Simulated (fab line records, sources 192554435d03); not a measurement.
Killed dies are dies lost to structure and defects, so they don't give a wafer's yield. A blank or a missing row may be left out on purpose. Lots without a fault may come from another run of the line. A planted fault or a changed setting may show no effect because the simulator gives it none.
Which tool did it? | flow n5_finfet | 6 lots, 18 wafers sampled, at 2 steps of a route of 1938

WHAT THE GAUGES READ, wafer by wafer
N5_MIM_TOP_LITHO_CD_MEAS_08: target cd 2000 nm.
lot  | measured     | on        | cd_nm (nm)
L697 | day 12 11:36 | cd_sem-01 | 1999.8 1999.5 2003.6
L698 | day 13 03:08 | cd_sem-02 | 2000.6 1999.6 1999.7
L703 | day 14 20:19 | cd_sem-03 | 1999.0 1999.9 1998.9
L712 | day 16 17:26 | cd_sem-02 | 2001.5 2000.9 2000.4
L717 | day 17 12:07 | cd_sem-02 | 1998.0 1998.5 1995.2
L711 | day 18 07:14 | cd_sem-03 | 1997.9 1999.0 1998.4

WHICH TOOL RAN EACH LOT (tool, then ch and the chambers of the sampled wafers, then the start)
lot  | N5_BEOL_M12_PRE_CLEAN_42
L697 | pvd_sputter-01, day 11 05:04
L698 | pvd_sputter-02, day 12 05:02
L703 | pvd_sputter-02, day 13 12:41
L712 | pvd_sputter-03, day 15 19:15
L717 | pvd_sputter-02, day 16 13:14
L711 | pvd_sputter-02, day 17 09:41
- N5_BEOL_M12_PRE_CLEAN_42: time 30 s.

THE ANSWER, worked out from the rows above alone
Rule: what is usual is taken from the lots themselves. Put in order of their means at a reading, lots are off if they are a third of the lots or fewer, leave a main group of 4 or more, and stand apart from it by a gap of 3 or more times the standard deviation of the main group's means; of several such gaps the widest counts. A main group whose means are all the same, to the digits that the tables above print for the reading, isn't used. A lot without any number at a reading at which 4 lots or more have one is off too. The other lots that the step has rows for count as sound.
No lot is off at any reading shown: from this, nothing can be told.

WHAT THE SIMULATOR HAD PUT IN
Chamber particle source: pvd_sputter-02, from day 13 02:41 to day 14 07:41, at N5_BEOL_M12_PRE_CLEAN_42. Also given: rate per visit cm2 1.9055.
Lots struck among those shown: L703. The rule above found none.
